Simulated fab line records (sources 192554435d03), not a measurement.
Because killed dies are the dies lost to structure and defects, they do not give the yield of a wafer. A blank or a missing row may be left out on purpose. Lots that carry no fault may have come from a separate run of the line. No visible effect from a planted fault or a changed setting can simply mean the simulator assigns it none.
Split-lot trial + flow n5-finfet + 39 wafers read from 7 lots, route of 1938 steps

ABOUT THE SPLIT
At N5_BEOL_M15_SPUTTER_43 (material TaN, target thk 15 nm, time 24.19 s), the setting time-s was moved away from the recipe's 24.19 s on 12 of the 39 wafers read, by -27.2% to +49.5%. The other wafers ran this setting at the recipe's value.

FROM THE SPLIT TO THE READING: what the file shows between them, 4 steps
- N5_BEOL_M15_SPUTTER_44: material Ta, target thk 15 nm, time 24.19 s
- N5_BEOL_M15_SPUTTER_45: material Cu, target thk 100 nm, time 16.67 s
- N5_BEOL_M15_ECD_47: material Cu, target thk 1860 nm
- N5_BEOL_M15_ANNEAL_48: time 90 s

THE READING
barrier-field-endpoint-s, in s, at N5_BEOL_M15_CMP_49 (polishes, stops on SiO2, t overpolish 4.9 s, target thk 850 nm). On this fab line, fault-free wafers typically give 11.30 s with a standard deviation of 0.27 s.

| wafer  | tool, chamber at the split | time-s as run, s | against the recipe | barrier-field-endpoint-s, s | against lot-mates on the recipe |
|--------|----------------------------|------------------|--------------------|-----------------------------|---------------------------------|
| L077.1 | pvd-sputter-02, -          | 24.19            | recipe             | 11.14                       | -                               |
| L077.4 | pvd-sputter-02, -          | 24.19            | recipe             | 11.37                       | -                               |
| L077.2 | pvd-sputter-02, -          | 36.17            | +49.5%             | 14.33                       | +3.06                           |
| L077.3 | pvd-sputter-02, -          | 24.19            | recipe             | 11.31                       | -                               |
| L077.5 | pvd-sputter-02, -          | 36.17            | +49.5%             | 14.05                       | +2.78                           |
| L077.6 | pvd-sputter-02, -          | 36.17            | +49.5%             | 14.27                       | +3.00                           |
| L082.3 | pvd-sputter-03, -          | 24.19            | recipe             | 11.33                       | -                               |
| L082.2 | pvd-sputter-03, -          | 32.69            | +35.1%             | 13.34                       | +1.98                           |
| L082.1 | pvd-sputter-03, -          | 32.69            | +35.1%             | 13.58                       | +2.22                           |
| L082.4 | pvd-sputter-03, -          | 24.19            | recipe             | 11.27                       | -                               |
| L082.5 | pvd-sputter-03, -          | 24.19            | recipe             | 11.48                       | -                               |
| L082.6 | pvd-sputter-03, -          | 32.69            | +35.1%             | 13.43                       | +2.07                           |
| L088.3 | pvd-sputter-03, -          | 24.19            | recipe             | 11.47                       | -                               |
| L088.4 | pvd-sputter-03, -          | 24.19            | recipe             | 11.27                       | -                               |
| L088.1 | pvd-sputter-03, -          | 24.19            | recipe             | 11.53                       | -                               |
| L088.2 | pvd-sputter-03, -          | 24.19            | recipe             | 11.23                       | -                               |
| L088.6 | pvd-sputter-03, -          | 24.19            | recipe             | 11.22                       | -                               |
| L088.5 | pvd-sputter-03, -          | 24.19            | recipe             | 11.53                       | -                               |
| L087.2 | pvd-sputter-01, -          | 24.19            | recipe             | 10.97                       | -                               |
| L087.3 | pvd-sputter-01, -          | 31.34            | +29.6%             | 12.85                       | +1.60                           |
| L087.4 | pvd-sputter-01, -          | 24.19            | recipe             | 11.22                       | -                               |
| L087.1 | pvd-sputter-01, -          | 24.19            | recipe             | 11.57                       | -                               |
| L087.6 | pvd-sputter-01, -          | 31.34            | +29.6%             | 12.88                       | +1.63                           |
| L087.5 | pvd-sputter-01, -          | 31.34            | +29.6%             | 12.58                       | +1.33                           |
| L089.4 | pvd-sputter-01, -          | 24.19            | recipe             | 11.11                       | -                               |
| L089.1 | pvd-sputter-01, -          | 24.19            | recipe             | 11.34                       | -                               |
| L089.2 | pvd-sputter-01, -          | 24.19            | recipe             | 11.42                       | -                               |
| L090.2 | pvd-sputter-03, -          | 24.19            | recipe             | 10.96                       | -                               |
| L090.3 | pvd-sputter-03, -          | 24.19            | recipe             | 11.40                       | -                               |
| L090.1 | pvd-sputter-03, -          | 24.19            | recipe             | 11.45                       | -                               |
| L090.4 | pvd-sputter-03, -          | 24.19            | recipe             | 11.26                       | -                               |
| L090.5 | pvd-sputter-03, -          | 24.19            | recipe             | 11.33                       | -                               |
| L090.6 | pvd-sputter-03, -          | 24.19            | recipe             | 11.49                       | -                               |
| L092.1 | pvd-sputter-03, -          | 24.19            | recipe             | 10.96                       | -                               |
| L092.4 | pvd-sputter-03, -          | 17.6             | -27.2%             | 9.63                        | -1.67                           |
| L092.2 | pvd-sputter-03, -          | 17.6             | -27.2%             | 9.67                        | -1.63                           |
| L092.3 | pvd-sputter-03, -          | 17.6             | -27.2%             | 9.60                        | -1.70                           |
| L092.5 | pvd-sputter-03, -          | 24.19            | recipe             | 11.45                       | -                               |
| L092.6 | pvd-sputter-03, -          | 24.19            | recipe             | 11.50                       | -                               |

THE FIT
A straight line over all 39 wafers: barrier-field-endpoint-s changes by +0.0583 s for each +1% of time-s; r = +0.99; the points scatter about the line by 0.18 s.
The same after taking each lot's own level away (the mean of its wafers on the recipe; 39 wafers): +0.0586 s for each +1%; r = +0.99; scatter 0.17 s.
The reading moves by 2.9 s for the largest change in time-s, on that fit.
Measured against the standard deviation above, the lots' own levels, which go from 11.253 to 11.375 s, span 0.5 times it.
The two slopes are in agreement: the lot-to-lot level therefore moves the slope only a little.
Check: with one of the wafers moved furthest among these (+49.5%) left out of the fit, the line predicts +2.86 s for it against its lot-mates. It came out at +3.06 s against them.

THESE WAFERS: OTHER SPLITS
Other splits were also applied to these wafers ahead of the reading. Each is held against what the fit with the lots' levels taken away leaves over:
| other split on the same wafers      | wafers away from the commonest value | r with barrier-field-endpoint-s (lot level and that fit taken away) |
|-------------------------------------|--------------------------------------|---------------------------------------------------------------------|
| N5_BEOL_M12_ILD_DEP_00 target-thk-a | 12                                   | +0.24                                                               |
| N5_BEOL_M12_DEP_53 target-thk-a     | 9                                    | -0.02                                                               |

THE WHOLE CHAIN: every reading that the file lists as answering this split, in the file's order
| step                   | what it does                                                   | reading                                                                            | change (the file's fit)               | r (the file's) |
|------------------------|----------------------------------------------------------------|------------------------------------------------------------------------------------|---------------------------------------|----------------|
| N5_BEOL_M15_SPUTTER_43 | material TaN, target thk 15 nm, time 24.19 s                   | TaN_of_BEOL_M15_SPUTTER_43.thk-nm (the simulator's own value, which no gauge read) | +0.148 nm for each +1% of the setting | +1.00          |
| N5_BEOL_M15_CMP_49     | polishes, stops on SiO2, t overpolish 4.9 s, target thk 850 nm | barrier-field-endpoint-s                                                           | +0.0584 s for each +1% of the setting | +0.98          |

THE FILE'S OWN FIT
barrier-field-endpoint-s changes by +0.0584 s for each +1% of time-s, r = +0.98.
